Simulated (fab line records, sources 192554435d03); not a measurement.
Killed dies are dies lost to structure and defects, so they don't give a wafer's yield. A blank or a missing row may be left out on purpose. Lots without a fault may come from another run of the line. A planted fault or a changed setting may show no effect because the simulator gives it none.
Which tool did it? | flow n5_finfet | 10 lots, 30 wafers sampled, at 5 steps of a route of 1938

WHAT THE GAUGES READ, wafer by wafer
N5_BEOL_M12_OCD_MEAS_35. Usual: trench_depth_nm 320 nm, standard deviation 3.2.
lot  | measured     | on     | trench_depth_nm (nm) | flag
L430 | day 10 11:10 | ocd-01 | 323 312 321          |
L431 | day 11 00:10 | ocd-02 | 325 318 323          |
L434 | day 11 21:49 | ocd-01 | 319 318 321          |
L436 | day 12 00:33 | ocd-02 | 316 320 319          |
L438 | day 13 04:23 | ocd-01 | 316 321 322          |
L439 | day 13 15:53 | ocd-01 | 317 321 318          |
L440 | day 14 00:28 | ocd-01 | 314 315 318          |
L445 | day 14 23:01 | ocd-02 | 320 321 321          |
L448 | day 15 15:24 | ocd-01 | 318 315 315          |
L453 | day 17 18:42 | ocd-01 | 320 317 317          |

N5_BEOL_M12_THK_MEAS_50: measures by xrf. Usual: M12_THK 323 nm, standard deviation 4.3.
lot  | measured     | on            | M12_THK (nm) | flag
L430 | day 10 13:16 | film_metro-01 | 325 316 325  |
L431 | day 11 02:05 | film_metro-01 | 324 318 323  |
L434 | day 11 23:42 | film_metro-02 | 320 321 324  |
L436 | day 12 04:37 | film_metro-02 | 317 323 322  |
L438 | day 13 13:12 | film_metro-01 | 321 327 329  |
L439 | day 13 19:38 | film_metro-02 | 322 326 321  |
L440 | day 14 02:08 | film_metro-02 | 319 319 323  |
L445 | day 15 01:42 | film_metro-01 | 316 320 320  |
L448 | day 15 19:37 | film_metro-01 | 320 318 317  |
L453 | day 17 20:52 | film_metro-02 | 326 321 323  |

WHICH TOOL RAN EACH LOT (tool, then ch and the chambers of the sampled wafers, then the start)
lot  | N5_BEOL_M12_ETCH_67                | N5_BEOL_M12_SPUTTER_44       | N5_BEOL_M12_CMP_49
L430 | rie_diel-01 ch 0,1,3, day 10 10:41 | pvd_sputter-01, day 10 12:02 | cmp-01 ch 0,3, day 10 12:58
L431 | rie_diel-02 ch 0,2,3, day 10 23:41 | pvd_sputter-03, day 11 01:09 | cmp-01 ch 0,1,3, day 11 01:52
L434 | rie_diel-06 ch 0,2,3, day 11 21:20 | pvd_sputter-01, day 11 22:29 | cmp-01 ch 0,3, day 11 23:26
L436 | rie_diel-02 ch 1,2,3, day 12 00:04 | pvd_sputter-02, day 12 03:22 | cmp-01 ch 0,1,2, day 12 04:19
L438 | rie_diel-06 ch 0,1,2, day 13 03:53 | pvd_sputter-01, day 13 12:16 | cmp-04 ch 0,2,3, day 13 12:54
L439 | rie_diel-02 ch 0,2,3, day 13 15:24 | pvd_sputter-02, day 13 18:43 | cmp-01 ch 0,2,3, day 13 19:23
L440 | rie_diel-02 ch 0,1,3, day 13 23:59 | pvd_sputter-01, day 14 01:10 | cmp-01 ch 1,2,3, day 14 01:50
L445 | rie_diel-01 ch 0,1, day 14 22:32   | pvd_sputter-03, day 15 00:46 | cmp-04 ch 2,3, day 15 01:26
L448 | rie_diel-02 ch 0,1,3, day 15 14:55 | pvd_sputter-03, day 15 18:26 | cmp-01 ch 0,1, day 15 19:19
L453 | rie_diel-01 ch 0,1,2, day 17 18:13 | pvd_sputter-03, day 17 19:55 | cmp-01 ch 1,2,3, day 17 20:41
- N5_BEOL_M12_ETCH_67: etches SiARC in CF4, target depth 143 nm, time 238.3 s.
- N5_BEOL_M12_SPUTTER_44: material Ta, target thk 10 nm, time 16.13 s.
- N5_BEOL_M12_CMP_49: polishes, stops on SiOC, t overpolish 20.6 s, target thk 320 nm.

WHAT THE TOOLS THEMSELVES READ (means of the sampled wafers that have a number; where no wafer has one, the mark that the record gives instead)
N5_BEOL_M12_ETCH_67. Usual: chamber_pressure_mTorr 40.00 mTorr, standard deviation 0.035; drypump_motor_current_A 5.7 A, standard deviation 0.33; etch_rf_on_time_s 236.4 s, standard deviation 2.5; oes_product_au 0.68 a.u., standard deviation 0.07; rf_vpp_V 184.0 V, standard deviation 1.1; showerhead_plenum_p_Torr 2.13 Torr, standard deviation 0.064; throttle_valve_pct 15.49 %, standard deviation 0.14.
lot  | tool        | chamber_pressure_mTorr (mTorr) | drypump_motor_current_A (A) | etch_rf_on_time_s (s) | oes_product_au (a.u.) | rf_vpp_V (V) | showerhead_plenum_p_Torr (Torr) | throttle_valve_pct (%) | flag
L430 | rie_diel-01 | 39.94                          | 5.7                         | 233.9                 | 0.72                  | 183.5        | 2.10                            | 15.63                  |
L431 | rie_diel-02 | 40.01                          | 5.6                         | 234.5                 | 0.65                  | 183.7        | 2.17                            | 15.45                  |
L434 | rie_diel-06 | 40.00                          | 5.7                         | 236.1                 | 0.77                  | 185.2        | 2.21                            | 15.40                  |
L436 | rie_diel-02 | 40.03                          | 5.5                         | 233.8                 | 0.69                  | 183.7        | 2.12                            | 15.45                  |
L438 | rie_diel-06 | 39.97                          | 5.5                         | 237.2                 | 0.67                  | 184.4        | 2.15                            | 15.51                  |
L439 | rie_diel-02 | 39.99                          | 5.6                         | 234.8                 | 0.63                  | 184.4        | 2.16                            | 15.50                  |
L440 | rie_diel-02 | 40.01                          | 5.7                         | 237.8                 | 0.63                  | 183.7        | 2.16                            | 15.51                  |
L445 | rie_diel-01 | 40.00                          | 5.4                         | 236.8                 | 0.76                  | 182.4        | 2.10                            | 15.62                  |
L448 | rie_diel-02 | 39.98                          | 5.7                         | 238.7                 | 0.62                  | 184.4        | 2.16                            | 15.53                  |
L453 | rie_diel-01 | 39.98                          | 5.5                         | 236.9                 | 0.70                  | 183.8        | 2.08                            | 15.54                  |

N5_BEOL_M12_SPUTTER_44. Usual: cathode_dc_power_W 15000 W, standard deviation 2.8; throttle_valve_pct 29.5 %, standard deviation 0.97.
lot  | tool           | cathode_dc_power_W (W) | throttle_valve_pct (%) | flag
L430 | pvd_sputter-01 | 15000                  | 29.6                   |
L431 | pvd_sputter-03 | 14998                  | 29.5                   |
L434 | pvd_sputter-01 | 14998                  | 29.3                   |
L436 | pvd_sputter-02 | 14997                  | 29.2                   |
L438 | pvd_sputter-01 | 14402                  | 29.4                   | OFF
L439 | pvd_sputter-02 | 15001                  | 29.8                   |
L440 | pvd_sputter-01 | 14405                  | 29.4                   | OFF
L445 | pvd_sputter-03 | 15000                  | 29.6                   |
L448 | pvd_sputter-03 | 14999                  | 29.5                   |
L453 | pvd_sputter-03 | 14999                  | 30.5                   |

N5_BEOL_M12_CMP_49. Usual: barrier_field_endpoint_s 30.2 s, standard deviation 0.64; motor_current_A 5.9 A, standard deviation 0.62.
lot  | tool   | barrier_field_endpoint_s (s) | motor_current_A (A) | flag
L430 | cmp-01 | 30.5                         | 6.6                 |
L431 | cmp-01 | 30.4                         | 6.1                 |
L434 | cmp-01 | 30.7                         | 6.2                 |
L436 | cmp-01 | 30.7                         | 6.5                 |
L438 | cmp-04 | 28.8                         | 5.2                 |
L439 | cmp-01 | 30.6                         | 6.2                 |
L440 | cmp-01 | 29.6                         | 6.3                 |
L445 | cmp-04 | 29.5                         | 5.2                 |
L448 | cmp-01 | 29.3                         | 6.4                 |
L453 | cmp-01 | 30.1                         | 6.0                 |

THE ANSWER, worked out from the rows above alone
Rule: a lot is off if the mean of its wafers that have a number lies more than 3 standard deviations from the usual mean. A lot without any number at a reading at which 4 lots or more have one is off too. The other lots that the step has rows for count as sound. The gauges are gone through in route order, then the tools' own readings, and for those a lot's mean is taken as printed above. The first step at which some lot is off is used, and at that step the reading that is off furthest; a lot without a number counts as furthest.
Off: L438, L440, at N5_BEOL_M12_SPUTTER_44 (cathode_dc_power_W).
A tool fits if, at that step or a process step before it, it ran every lot that is off, and no sound lot after the first of them. One fits: pvd_sputter-01 at N5_BEOL_M12_SPUTTER_44. Its last sound lot is L434 (day 11 22:29), its first lot that is off L438 (day 13 12:16): a fault that began between those two fits.
The tool's own readings at N5_BEOL_M12_SPUTTER_44 bear it out: on the lots that are off they differ by more than 5 times the standard deviation of the sound lots' means. cathode_dc_power_W reads 14404 W there against 14999 W on the sound lots.

WHAT THE SIMULATOR HAD PUT IN
Process parameter drift: pvd_sputter-01, from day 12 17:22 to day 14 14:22, at N5_BEOL_M12_SPUTTER_44. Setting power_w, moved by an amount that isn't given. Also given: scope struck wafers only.
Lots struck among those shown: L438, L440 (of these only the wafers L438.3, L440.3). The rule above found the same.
